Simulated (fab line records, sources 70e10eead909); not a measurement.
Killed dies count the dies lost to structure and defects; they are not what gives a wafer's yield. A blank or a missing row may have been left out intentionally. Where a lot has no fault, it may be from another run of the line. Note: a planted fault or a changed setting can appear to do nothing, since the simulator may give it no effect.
fab line records + flow nand-harc
record
- lots=11
- wafers=33
- last-day=24
route steps=1159 shown A_SGD_CUT@765 A_SLIT@803 A_WL_FILL@814
lots that met no fault: from a run of the same line without faults
start-h: hours from the record's opening day to when the first of the lot's shown wafers began + wait-h: hours elapsed since this lot's preceding step + " unchanged from the row above + L1.1+2: a row that stands for several wafers + - no value present, or no start provided + * or withheld: withheld + < > ~ a bound
route shown NAME@n: names a module that has steps shown in the file, with the first one's number in the route + usual: the fault-free wafers' mean and standard deviation + same: alike in all rows + chamber/n: place in a boat + sites: per-site readings + _std_site: the values' standard deviation + _edge_site: the outer-site mean with the inner-site mean subtracted + radius-mm: how far each site lies from the wafer's centre + mask NAME#n: copy n + behind: tool/chamber where the wafer was last shaped + hold: reason for holding the lot/hours on hold/outcome of the hold + device: which transistor (n, p or np) failed to switch + end of line: at the end of the route, the tests of the same wafers + step lacking rows: just its recipe + killed: count of dies lost to structure and defects at first sort (not the wafer's yield) + map: shows each die of a wafer: x if killed, . if not, _ if none is there
set.NAME: the setting as run; set.NAME@STEP: as run at that earlier step + model.NAME: the simulator's own value behind a step, which no gauge read
one table for each step of the route and one row for each wafer, over a sample of lots
services: when a tool's chamber went out of use (start-h, in hours from the record's first day, below 0 if earlier), for how many hours, and the reason
## steps
# step NHARC_A_SGD_CUT_ETCH_16
# recipe
- target-depth-a=3105
- time-s=155.2
- c4f8-flow-sccm=withheld
- o2-flow-sccm=8
- ar-flow-sccm=withheld
- rf-w=600
- bias-w=800
- chemistry=C4F8/O2/Ar
# usual
- oes-product-au=0.966/0.016
- rf-vpp-V=724/4.7
| lot.wafer | tool        | chamber | start-h | wait-h | oes-product-au | rf-hours-counter-h | rf-vpp-V |
|-----------|-------------|---------|---------|--------|----------------|--------------------|----------|
| L991.3    | rie-diel-02 | 0       | -       | -      | 0.973          | 15                 | 727      |
| L991.1    | "           | 1       | "       | "      | 0.962          | 11                 | 718      |
| L991.5    | "           | 1       | "       | "      | 0.965          | -                  | 716      |
| L997.1    | rie-diel-08 | 1       | -       | -      | 0.956          | 3                  | 719      |
| L997.3    | "           | 2       | "       | "      | 0.947          | 3                  | 722      |
| L997.5    | "           | 2       | "       | "      | 0.938          | -                  | 723      |
| L100.1    | rie-diel-04 | 1       | -       | -      | 0.967          | 8                  | 719      |
| L100.5    | "           | 2       | "       | "      | 0.951          | -                  | 728      |
| L100.6    | "           | 3       | "       | "      | 0.974          | -                  | 727      |
| L102.1    | rie-diel-08 | 3       | -       | -      | 0.956          | 7                  | 723      |
| L102.3    | "           | 2       | "       | "      | 0.949          | 6                  | 724      |
| L102.4    | "           | 3       | "       | "      | 0.950          | -                  | 721      |
| L103.3    | rie-diel-02 | 0       | -       | -      | 0.937          | 3                  | 728      |
| L103.6    | "           | 2       | "       | "      | 0.954          | -                  | 717      |
| L103.5    | "           | 3       | "       | "      | 0.933          | -                  | 728      |
| L106.2    | rie-diel-02 | 1       | -       | -      | 0.990          | 6                  | 716      |
| L106.5    | "           | 2       | "       | "      | 0.996          | -                  | 718      |
| L106.6    | "           | 3       | "       | "      | 0.968          | -                  | 727      |
| L109.2    | rie-diel-04 | 3       | -       | -      | 0.997          | 12                 | 727      |
| L109.4    | "           | 2       | "       | "      | 0.967          | 12                 | 727      |
| L109.5    | "           | 3       | "       | "      | 0.998          | -                  | 728      |
| L112.3    | rie-diel-08 | 1       | -       | -      | 0.971          | 10                 | 719      |
| L112.2    | "           | 2       | "       | "      | 0.978          | 9                  | 723      |
| L112.5    | "           | 3       | "       | "      | 0.986          | -                  | 721      |
| L113.1    | rie-diel-04 | 0       | -       | -      | 0.949          | 15                 | 731      |
| L113.3    | "           | 1       | "       | "      | 0.928          | 15                 | 720      |
| L113.4    | "           | 0       | "       | "      | 0.942          | -                  | 730      |
| L111.4    | rie-diel-04 | 3       | -       | -      | 0.972          | 16                 | 728      |
| L111.1    | "           | 2       | "       | "      | 0.968          | 18                 | 726      |
| L111.5    | "           | 3       | "       | "      | 0.977          | -                  | 727      |
| L114.2    | rie-diel-02 | 0       | -       | -      | 0.965          | 9                  | 726      |
| L114.3    | "           | 3       | "       | "      | 0.961          | 11                 | 727      |
| L114.6    | "           | 0       | "       | "      | 0.956          | -                  | 728      |
# step NHARC_A_SLIT_CD_MEAS_21
# usual
- cd-nm=289.4/0.97
| lot.wafer | tool      | chamber | start-h | wait-h | cd-nm |
|-----------|-----------|---------|---------|--------|-------|
| L991.1    | cd-sem-01 | -       | 322.99  | -      | 287.4 |
| L991.3    | "         | -       | "       | "      | 287.3 |
| L991.5    | "         | -       | "       | "      | 286.7 |
| L997.1    | cd-sem-01 | -       | 348.68  | -      | 290.6 |
| L997.3    | "         | -       | "       | "      | 289.6 |
| L997.5    | "         | -       | "       | "      | 290.4 |
| L100.1    | cd-sem-03 | -       | 380.23  | -      | 289.1 |
| L100.5    | "         | -       | "       | "      | 288.4 |
| L100.6    | "         | -       | "       | "      | 288.9 |
| L103.3    | cd-sem-03 | -       | 400.87  | -      | 289.0 |
| L103.5    | "         | -       | "       | "      | 291.1 |
| L103.6    | "         | -       | "       | "      | 289.4 |
| L102.1    | cd-sem-01 | -       | 403.96  | -      | 290.1 |
| L102.3    | "         | -       | "       | "      | 289.6 |
| L102.4    | "         | -       | "       | "      | 288.4 |
| L106.2    | cd-sem-02 | -       | 415.41  | -      | 290.8 |
| L106.5    | "         | -       | "       | "      | 290.5 |
| L106.6    | "         | -       | "       | "      | 290.5 |
| L109.2    | cd-sem-03 | -       | 419.09  | -      | 288.8 |
| L109.4    | "         | -       | "       | "      | 288.9 |
| L109.5    | "         | -       | "       | "      | 288.7 |
| L112.2    | cd-sem-02 | -       | 442.68  | -      | 290.5 |
| L112.3    | "         | -       | "       | "      | 290.0 |
| L112.5    | "         | -       | "       | "      | 290.5 |
| L113.1    | cd-sem-02 | -       | 442.94  | -      | 290.0 |
| L113.3    | "         | -       | "       | "      | 289.9 |
| L113.4    | "         | -       | "       | "      | 289.6 |
| L111.1    | cd-sem-02 | -       | 454.63  | -      | 288.8 |
| L111.4    | "         | -       | "       | "      | 288.7 |
| L111.5    | "         | -       | "       | "      | 289.9 |
| L114.2    | cd-sem-03 | -       | 456.21  | -      | 289.3 |
| L114.3    | "         | -       | "       | "      | 290.5 |
| L114.6    | "         | -       | "       | "      | 290.1 |
# step NHARC_A_WL_FILL_ETCHBACK_04
# recipe
- target-depth-a=600
- time-s=120
- chemistry=NF3
# usual
- drypump-motor-current-A=5.8/0.44
- oes-product-au=0.990/0.0092
- run-length-s=141.0/0.34
| lot.wafer | tool         | chamber | start-h | wait-h | drypump-motor-current-A | oes-product-au | rf-hours-counter-h | run-length-s |
|-----------|--------------|---------|---------|--------|-------------------------|----------------|--------------------|--------------|
| L991.1    | rie-metal-03 | 0       | 335.76  | 2.4    | 5.0                     | 0.982          | 1.5                | 140.9        |
| L991.3    | "            | 0       | "       | "      | 5.0                     | 0.983          | -                  | 141.1        |
| L991.5    | "            | 0       | "       | "      | 5.0                     | 0.979          | -                  | 140.6        |
| L997.1    | rie-metal-02 | 0       | 362.76  | 2.4    | 6.3                     | 0.993          | 4.5                | 140.9        |
| L997.3    | "            | 1       | "       | "      | 5.8                     | 0.992          | -                  | 141.9        |
| L997.5    | "            | 1       | "       | "      | 5.8                     | 0.996          | -                  | 98.0         |
| L100.1    | rie-metal-02 | 0       | 398.35  | 2.9    | 6.3                     | 0.996          | 0.0                | 140.9        |
| L100.5    | "            | 1       | "       | "      | 5.8                     | 0.988          | -                  | 97.7         |
| L100.6    | "            | 0       | "       | "      | 6.3                     | 0.999          | -                  | 97.6         |
| L103.3    | rie-metal-03 | 0       | 412.90  | 1.5    | 5.0                     | 0.984          | -                  | 141.0        |
| L103.6    | "            | 1       | "       | "      | 5.6                     | 0.988          | -                  | 141.3        |
| L103.5    | "            | 0       | "       | "      | 5.0                     | 1.001          | -                  | 140.5        |
| L102.1    | rie-metal-03 | 0       | 416.15  | 2.8    | 4.9                     | 0.984          | 4.0                | 141.3        |
| L102.3    | "            | 0       | "       | "      | 5.0                     | 0.974          | -                  | 140.7        |
| L102.4    | "            | 0       | "       | "      | 5.0                     | 0.989          | -                  | 140.7        |
| L106.2    | rie-metal-03 | 0       | 428.62  | 2.8    | 5.0                     | 0.994          | 5.0                | 140.7        |
| L106.6    | "            | 0       | "       | "      | 4.9                     | 0.985          | -                  | 140.4        |
| L106.5    | "            | 1       | "       | "      | 5.6                     | 0.993          | -                  | 141.0        |
| L109.2    | rie-metal-03 | 1       | 431.49  | 2.9    | 5.6                     | 0.987          | 4.3                | 140.8        |
| L109.4    | "            | 0       | "       | "      | 5.0                     | 0.980          | -                  | 140.4        |
| L109.5    | "            | 1       | "       | "      | 5.6                     | 0.989          | -                  | 140.9        |
| L113.1    | rie-metal-02 | 0       | 459.00  | 2.4    | 6.3                     | 0.986          | 2.7                | 141.2        |
| L113.3    | "            | 1       | "       | "      | 5.8                     | 0.988          | -                  | 141.2        |
| L113.4    | "            | 0       | "       | "      | 6.3                     | 0.988          | -                  | 141.5        |
| L112.2    | rie-metal-01 | 0       | 460.21  | 2.8    | 5.7                     | 1.008          | 1.7                | 140.3        |
| L112.3    | "            | 0       | "       | "      | 5.7                     | 1.022          | -                  | 140.4        |
| L112.5    | "            | 1       | "       | "      | 6.0                     | 0.996          | -                  | 141.0        |
| L111.1    | rie-metal-03 | 0       | 466.75  | 2.4    | 5.0                     | 0.997          | 0.0                | 140.4        |
| L111.4    | "            | 0       | "       | "      | 5.0                     | 0.999          | -                  | 140.6        |
| L111.5    | "            | 0       | "       | "      | 5.0                     | 1.002          | -                  | 140.4        |
| L114.2    | rie-metal-02 | 1       | 467.03  | 2.4    | 5.8                     | 0.990          | 2.9                | 141.0        |
| L114.3    | "            | 0       | "       | "      | 6.3                     | 0.993          | -                  | 141.0        |
| L114.6    | "            | 0       | "       | "      | 6.3                     | 0.994          | -                  | 141.1        |
# step NHARC_A_WL_FILL_ETCHBACK_17
# recipe
- target-depth-a=40
- time-s=26.7
- chemistry=Cl2/BCl3
# usual
- drypump-motor-current-A=5.6/0.47
- oes-product-au=0.987/0.0081
- run-length-s=47.6/0.33
| lot.wafer | tool         | chamber | start-h | wait-h | drypump-motor-current-A | oes-product-au | rf-hours-counter-h | run-length-s |
|-----------|--------------|---------|---------|--------|-------------------------|----------------|--------------------|--------------|
| L991.1    | rie-metal-03 | 1       | 349.58  | -      | 5.6                     | 0.991          | 1.8                | 47.8         |
| L991.3    | "            | 0       | "       | "      | 5.0                     | 0.990          | -                  | 47.3         |
| L991.5    | "            | 1       | "       | "      | 5.6                     | 0.979          | -                  | 47.8         |
| L997.1    | rie-metal-02 | 1       | 370.38  | -      | 5.8                     | 0.984          | 5.0                | 47.7         |
| L997.3    | "            | 0       | "       | "      | 6.3                     | 0.996          | -                  | 47.7         |
| L997.5    | "            | 1       | "       | "      | 5.8                     | 0.984          | -                  | 47.7         |
| L100.1    | rie-metal-02 | 1       | 411.71  | -      | 5.8                     | 0.962          | 0.4                | 47.7         |
| L100.6    | "            | 1       | "       | "      | 5.8                     | 0.979          | -                  | 47.8         |
| L100.5    | "            | 0       | "       | "      | 6.3                     | 0.993          | -                  | 48.0         |
| L103.3    | rie-metal-02 | 1       | 423.37  | -      | 5.8                     | 0.973          | -                  | 47.9         |
| L103.5    | "            | 1       | "       | "      | 5.8                     | 0.973          | -                  | 47.7         |
| L103.6    | "            | 0       | "       | "      | 6.3                     | 0.985          | -                  | 47.7         |
| L102.1    | rie-metal-02 | 0       | 431.01  | -      | 6.3                     | 0.982          | 1.5                | 47.7         |
| L102.3    | "            | 0       | "       | "      | 6.3                     | 0.976          | -                  | 48.3         |
| L102.4    | "            | 1       | "       | "      | 5.7                     | 0.977          | -                  | 47.9         |
| L106.2    | rie-metal-02 | 0       | 437.16  | -      | 6.3                     | 0.979          | 2.3                | 48.0         |
| L106.5    | "            | 1       | "       | "      | 5.8                     | 0.984          | -                  | 48.0         |
| L106.6    | "            | 0       | "       | "      | 6.3                     | 0.975          | -                  | 47.5         |
| L109.2    | rie-metal-02 | 1       | 442.26  | -      | 5.8                     | 0.992          | 2.4                | 48.3         |
| L109.4    | "            | 1       | "       | "      | 5.7                     | 0.990          | -                  | 48.1         |
| L109.5    | "            | 1       | "       | "      | 5.8                     | 0.987          | -                  | 48.4         |
| L113.1    | rie-metal-03 | 0       | 469.44  | -      | 5.0                     | 0.999          | 0.2                | 47.0         |
| L113.4    | "            | 1       | "       | "      | 5.6                     | 0.995          | -                  | 47.5         |
| L113.3    | "            | 0       | "       | "      | 5.0                     | 1.003          | -                  | 47.1         |
| L112.2    | rie-metal-02 | 1       | 469.47  | -      | 5.7                     | 0.978          | 3.1                | 48.6         |
| L112.3    | "            | 0       | "       | "      | 6.3                     | 0.996          | -                  | 47.5         |
| L112.5    | "            | 1       | "       | "      | 5.8                     | 0.981          | -                  | 47.7         |
| L111.1    | rie-metal-02 | 0       | 477.83  | -      | 6.3                     | 1.001          | 3.2                | 47.8         |
| L111.4    | "            | 1       | "       | "      | 5.8                     | 0.983          | -                  | 48.0         |
| L111.5    | "            | 0       | "       | "      | 6.3                     | 0.982          | -                  | 47.7         |
| L114.2    | rie-metal-01 | 0       | 477.84  | -      | 5.7                     | 1.005          | 2.3                | 47.2         |
| L114.3    | "            | 0       | "       | "      | 5.7                     | 1.002          | -                  | 47.0         |
| L114.6    | "            | 1       | "       | "      | 6.0                     | 0.994          | -                  | 47.4         |
## services
| tool         | chamber | start-h | hours | kind       |
|--------------|---------|---------|-------|------------|
| rie-diel-08  | 0       | 280.35  | 118.6 | repair     |
| rie-diel-04  | -       | 288.90  | 9.0   | pm         |
| rie-diel-08  | 2       | 299.10  | 5.9   | repair     |
| rie-diel-08  | -       | 302.21  | 9.0   | pm         |
| rie-diel-02  | -       | 327.75  | 9.0   | pm         |
| rie-metal-01 | -       | 332.00  | 9.0   | pm         |
| rie-diel-08  | -       | 344.57  | 1.2   | repair     |
| rie-diel-08  | 2       | 363.32  | 9.3   | repair     |
| rie-metal-01 | -       | 363.84  | 76.9  | repair     |
| rie-metal-02 | -       | 388.00  | 9.0   | pm         |
| rie-metal-02 | 0       | 388.00  | 9.0   | vent-cycle |
| rie-metal-02 | 1       | 388.00  | 9.0   | vent-cycle |
| rie-diel-04  | 0       | 388.92  | 2.6   | repair     |
| rie-metal-02 | 0       | 397.00  | -     | clean      |
| rie-diel-08  | 2       | 402.20  | 1.2   | repair     |
| rie-metal-03 | 1       | 414.50  | 14.0  | repair     |
| rie-diel-08  | 0       | 425.46  | 6.6   | repair     |
| rie-diel-04  | 3       | 425.97  | 5.8   | repair     |
| rie-diel-02  | 0       | 427.68  | 8.7   | repair     |
| rie-diel-08  | 3       | 430.41  | 19.8  | repair     |
| rie-diel-08  | -       | 441.94  | 10.0  | repair     |
| rie-metal-03 | -       | 453.00  | 9.0   | pm         |
| rie-diel-04  | 1       | 464.48  | 17.6  | repair     |
| rie-diel-04  | -       | 465.90  | 9.0   | pm         |
## key
first-sign
- step=NHARC_A_WL_FILL_ETCHBACK_04
- reading=run-length-s
- direction=down
- sigmas=99+
- usual=*
- struck=*
effect none on later readings
met-at NHARC_A_WL_FILL_ETCHBACK_04
struck-lots L997,L100
struck-wafers L997.5,L100.5,L100.6
later-rows-left-out L997.5,L100.5,L100.6
sort-left-out L997.5,L100.5,L100.6
tester-left-out L997,L100
not-acting-at NHARC_A_SGD_CUT_ETCH_16,NHARC_A_SLIT_CD_MEAS_21,NHARC_A_WL_FILL_ETCHBACK_17
fault
- kind=process-parameter-drift
- tool=rie-metal-02
- chamber=-
- onset-h=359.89
- steps=NHARC_A_WL_FILL_ETCHBACK_04
- channel=time-s
- offset=*
- shape=step
- end-h=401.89
- scope=struck-wafers-only
- acts-in=*
- stated=*
# tester-left-out: of these lots the tester's yield and bins aren't shown, on N5 and GAA mostly nor the transistor test; their killed dies are dies lost to structure and defects alone, not to doping, threshold or leakage, so they don't give the yield
# sort-left-out: the simulated sort isn't trusted on such a fault, so these wafers' sort isn't shown, and their yield isn't known
# later-rows-left-out: the simulator's readings of these wafers behind a module that went badly wrong aren't trusted and aren't shown, but for the sort
